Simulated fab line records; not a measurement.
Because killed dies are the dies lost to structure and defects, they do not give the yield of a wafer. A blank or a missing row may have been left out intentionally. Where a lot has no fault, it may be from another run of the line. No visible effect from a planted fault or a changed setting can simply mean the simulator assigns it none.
The tool behind it: which one? | flow nandHarc | Sampling: 24 lots, 72 wafers, 4 of 1302 route steps

## WHAT THE GAUGES SHOWED, per wafer
NHARC_A_CHANNEL_HOLE_D1_OVL_MEAS_11. Usual: overlayXNm 0.1 nm, standard deviation 0.83; overlayYNm 0.0 nm, standard deviation 0.78.
lot  | measured     | on         | overlayXNm (nm) | overlayYNm (nm) | flag
L074 | day 8 13:28  | overlay-01 | 0.4 -0.1 0.3    | -1.0 -0.9 -0.9  | 
L075 | day 8 19:47  | overlay-02 | -0.5 -0.8 -0.4  | 0.0 -0.4 -0.2   | 
L076 | day 9 10:40  | overlay-01 | 0.4 0.7 0.5     | 0.3 0.7 0.3     | 
L077 | day 9 15:56  | overlay-01 | 0.6 1.2 1.3     | -0.7 -1.3 -0.2  | 
L079 | day 10 12:43 | overlay-01 | 1.0 0.3 1.1     | 0.5 1.2 1.5     | 
L078 | day 10 13:24 | overlay-02 | 0.0 0.2 -0.3    | 0.8 1.1 0.6     | 
L080 | day 10 23:45 | overlay-01 | -0.5 -0.4 -0.3  | 0.3 -0.6 -0.1   | 
L081 | day 11 05:41 | overlay-01 | -0.3 -1.0 -0.3  | 0.3 -0.4 0.1    | 
L082 | day 12 01:23 | overlay-01 | 0.1 0.3 0.5     | 0.5 -0.1 0.1    | 
L083 | day 12 03:08 | overlay-01 | -0.4 -0.7 -0.4  | -0.6 0.5 -0.3   | 
L084 | day 12 19:16 | overlay-02 | 2.4 2.1 1.4     | 1.3 1.4 1.6     | 
L086 | day 13 07:51 | overlay-01 | 0.9 0.9 0.2     | 0.7 0.6 0.8     | 
L085 | day 13 08:31 | overlay-02 | 0.5 0.7 0.7     | -2.3 -1.8 -1.7  | 
L087 | day 13 22:25 | overlay-02 | -0.4 0.4 0.4    | 0.6 0.3 -0.1    | 
L089 | day 14 11:43 | overlay-02 | 1.5 1.3 1.3     | 0.2 0.0 -0.1    | 
L088 | day 14 12:05 | overlay-01 | 0.6 0.1 -0.3    | 0.4 0.6 0.5     | 
L090 | day 15 10:28 | overlay-01 | 0.0 -1.4 -0.2   | -1.2 -1.0 -0.6  | 
L091 | day 15 10:37 | overlay-02 | -0.5 -0.9 -0.3  | 0.3 0.2 -0.1    | 
L092 | day 16 07:17 | overlay-02 | -1.1 -0.2 -0.4  | -0.9 -1.0 -0.7  | 
L093 | day 16 19:11 | overlay-01 | -0.9 -0.7 -0.3  | 0.3 -0.3 -0.5   | 
L095 | day 17 01:43 | overlay-01 | -1.9 -1.7 -1.9  | -0.6 -0.8 -0.6  | 
L094 | day 17 01:52 | overlay-01 | 0.8 -0.3 0.0    | -0.5 0.3 -0.3   | 
L096 | day 17 10:26 | overlay-01 | 0.1 -0.1 0.3    | 0.6 0.4 0.5     | 
L097 | day 18 09:42 | overlay-01 | 0.5 0.2 0.5     | 1.4 1.2 1.2     | 

NHARC_A_DECK1_JOINT_INSPECT_05. Usual: rawDefectCount 327, standard deviation 130.
lot  | measured     | on               | rawDefectCount | flag
L074 | day 12 16:11 | defectInspect-02 | 109 370 126    | 
L075 | day 12 16:11 | defectInspect-01 | 211 177 204    | 
L076 | day 13 10:34 | defectInspect-01 | 373 615 308    | 
L077 | day 13 10:29 | defectInspect-02 | 375 250 415    | 
L079 | day 14 10:40 | defectInspect-02 | 243 238 292    | 
L078 | day 14 04:53 | defectInspect-01 | 209 260 373    | 
L080 | day 14 17:29 | defectInspect-01 | 257 155 367    | 
L081 | day 15 03:37 | defectInspect-01 | 223 179 257    | 
L082 | day 15 20:44 | defectInspect-02 | 198 458 313    | 
L083 | day 15 20:45 | defectInspect-01 | 386 407 519    | 
L084 | day 16 21:08 | defectInspect-02 | 182 183 217    | 
L086 | day 17 01:03 | defectInspect-02 | 371 485 436    | 
L085 | day 17 01:03 | defectInspect-02 | 252 567 283    | 
L087 | day 17 18:58 | defectInspect-02 | 413 588 718    | 
L089 | day 18 05:52 | defectInspect-01 | 205 284 230    | 
L088 | day 18 14:55 | defectInspect-02 | 394 401 276    | 
L090 | day 19 08:51 | defectInspect-02 | 422 335 343    | 
L091 | day 19 08:52 | defectInspect-01 | 257 380 271    | 
L092 | day 20 04:42 | defectInspect-02 | 254 502 313    | 
L093 | day 20 19:56 | defectInspect-01 | 523 558 377    | 
L095 | day 20 19:51 | defectInspect-01 | 299 251 299    | 
L094 | day 20 19:51 | defectInspect-02 | 164 166 180    | 
L096 | day 21 01:23 | defectInspect-01 | 406 296 352    | 
L097 | day 22 11:17 | defectInspect-02 | 402 350 323    | 

NHARC_A_ONON_D2_THK_MEAS_34: measures by ellipsometry. Usual: thkNm 200.1 nm, standard deviation 2.6.
lot  | measured     | on           | thkNm (nm)        | flag
L074 | day 13 06:25 | filmMetro-01 | 198.4 197.0 204.2 | 
L075 | day 13 06:26 | filmMetro-02 | 196.8 196.0 200.8 | 
L076 | day 13 23:28 | filmMetro-02 | 197.6 195.5 199.2 | 
L077 | day 13 23:28 | filmMetro-02 | 200.1 203.6 203.3 | 
L079 | day 14 23:37 | filmMetro-01 | 199.3 201.9 200.9 | 
L078 | day 14 18:09 | filmMetro-02 | 202.6 201.0 198.8 | 
L080 | day 15 08:04 | filmMetro-02 | 198.5 201.4 203.1 | 
L081 | day 15 16:32 | filmMetro-02 | 200.8 200.3 204.2 | 
L082 | day 16 10:26 | filmMetro-01 | 196.7 199.8 199.0 | 
L083 | day 16 10:46 | filmMetro-01 | 198.9 202.7 204.8 | 
L084 | day 17 10:59 | filmMetro-02 | 200.1 197.5 198.1 | 
L086 | day 17 15:50 | filmMetro-01 | 196.8 195.7 196.6 | 
L085 | day 17 15:56 | filmMetro-02 | 196.7 200.4 200.3 | 
L087 | day 18 08:19 | filmMetro-02 | 203.1 202.3 203.4 | 
L089 | day 18 19:32 | filmMetro-02 | 196.1 202.4 198.4 | 
L088 | day 19 04:30 | filmMetro-02 | 199.7 197.8 202.9 | 
L090 | day 19 23:36 | filmMetro-02 | 195.2 197.6 197.7 | 
L091 | day 19 23:57 | filmMetro-02 | 204.7 202.5 204.0 | 
L092 | day 20 17:46 | filmMetro-02 | 198.6 202.2 203.2 | 
L093 | day 21 09:09 | filmMetro-02 | 202.1 199.1 203.0 | 
L095 | day 21 09:07 | filmMetro-01 | 201.1 197.6 201.9 | 
L094 | day 21 09:07 | filmMetro-02 | 200.2 200.5 202.5 | 
L096 | day 21 14:41 | filmMetro-02 | 199.6 197.1 199.9 | 
L097 | day 23 01:08 | filmMetro-01 | 201.1 201.9 207.1 | 

## WHAT TOOL EACH LOT RAN ON (gives the tool, then ch and the chambers of the sampled wafers, and finally the start)
lot  | NHARC_A_CHANNEL_FILL_D1_ETCHBACK_08
L074 | rieDiel-02 ch 0,2, day 12 16:11 or earlier
L075 | rieDiel-13 ch 0,1,3, day 12 16:11 or earlier
L076 | rieDiel-02 ch 0,2,3, day 13 10:34 or earlier
L077 | rieDiel-13 ch 1,2,3, day 13 10:29 or earlier
L079 | rieDiel-13 ch 0,1,2, day 14 10:40 or earlier
L078 | rieDiel-02 ch 0,1,2, day 14 04:53 or earlier
L080 | rieDiel-09 ch 0,2, day 14 17:29 or earlier
L081 | rieDiel-02 ch 0,1, day 15 03:37 or earlier
L082 | rieDiel-09 ch 0,1,2, day 15 20:44 or earlier
L083 | rieDiel-02 ch 0,1, day 15 20:45 or earlier
L084 | rieDiel-13 ch 0,1,3, day 16 21:08 or earlier
L086 | rieDiel-09 ch 0,2,3, day 17 01:03 or earlier
L085 | rieDiel-02 ch 0,1,3, day 17 01:03 or earlier
L087 | rieDiel-09 ch 0,1,3, day 17 18:58 or earlier
L089 | rieDiel-13 ch 0,1, day 18 05:52 or earlier
L088 | rieDiel-13 ch 0,2,3, day 18 14:55 or earlier
L090 | rieDiel-13 ch 0,1,2, day 19 08:51 or earlier
L091 | rieDiel-09 ch 1,2, day 19 08:52 or earlier
L092 | rieDiel-13 ch 0,1,2, day 20 04:42 or earlier
L093 | rieDiel-13 ch 0,2,3, day 20 19:56 or earlier
L095 | rieDiel-02 ch 0,2, day 20 19:51 or earlier
L094 | rieDiel-09 ch 0,2,3, day 20 19:51 or earlier
L096 | rieDiel-13 ch 0,3, day 21 01:23 or earlier
L097 | rieDiel-02 ch 0,1,3, day 22 11:17 or earlier
- NHARC_A_CHANNEL_FILL_D1_ETCHBACK_08: etches the open film in C4F8, target depth 220 nm, time 110 s.

## WHAT THE TOOLS THEMSELVES READ (means of the sampled wafers that have a number; where no wafer has one, the mark that the record gives instead)
NHARC_A_CHANNEL_FILL_D1_ETCHBACK_08. Usual: oesProductAu 0.97 a.u., standard deviation 0.034; rfVppV 439.7 V, standard deviation 2.6.
lot  | tool       | oesProductAu (a.u.) | rfVppV (V) | flag
L074 | rieDiel-02 | 0.99                | 442.2      | 
L075 | rieDiel-13 | 1.00                | 438.9      | 
L076 | rieDiel-02 | 0.98                | 441.4      | 
L077 | rieDiel-13 | 0.98                | 440.1      | 
L079 | rieDiel-13 | 0.93                | 439.5      | 
L078 | rieDiel-02 | 0.98                | 442.7      | 
L080 | rieDiel-09 | 1.00                | 436.9      | 
L081 | rieDiel-02 | 0.99                | 439.7      | 
L082 | rieDiel-09 | 0.94                | 437.2      | 
L083 | rieDiel-02 | 0.99                | 440.6      | 
L084 | rieDiel-13 | 0.92                | 438.7      | 
L086 | rieDiel-09 | 1.01                | 437.9      | 
L085 | rieDiel-02 | 0.92                | 440.5      | 
L087 | rieDiel-09 | 0.98                | 437.2      | 
L089 | rieDiel-13 | 1.01                | 439.3      | 
L088 | rieDiel-13 | 0.92                | 438.2      | 
L090 | rieDiel-13 | 0.93                | 439.1      | 
L091 | rieDiel-09 | 1.00                | 437.5      | 
L092 | rieDiel-13 | 1.00                | 439.0      | 
L093 | rieDiel-13 | 0.92                | 438.0      | 
L095 | rieDiel-02 | 0.99                | 442.9      | 
L094 | rieDiel-09 | 0.93                | 438.0      | 
L096 | rieDiel-13 | 0.93                | 437.3      | 
L097 | rieDiel-02 | 0.99                | 441.0      | 

## THE ANSWER, worked out from the rows above alone
Rule: a lot is off if the mean of its wafers that have a number lies more than 3 standard deviations from the usual mean. Also off: a lot with no number at a reading for which 4 or more lots have one. The other lots that the step has rows for count as sound. After the gauges, taken in route order, come the tools' own readings; for these a lot's mean is taken, as printed above. At the first step where some lot is off, the reading lying furthest off is the one used; lots without a number count as furthest.
Across all readings shown, no lot is off: no conclusion can be drawn from this.

## WHAT WAS PUT IN BY THE SIMULATOR
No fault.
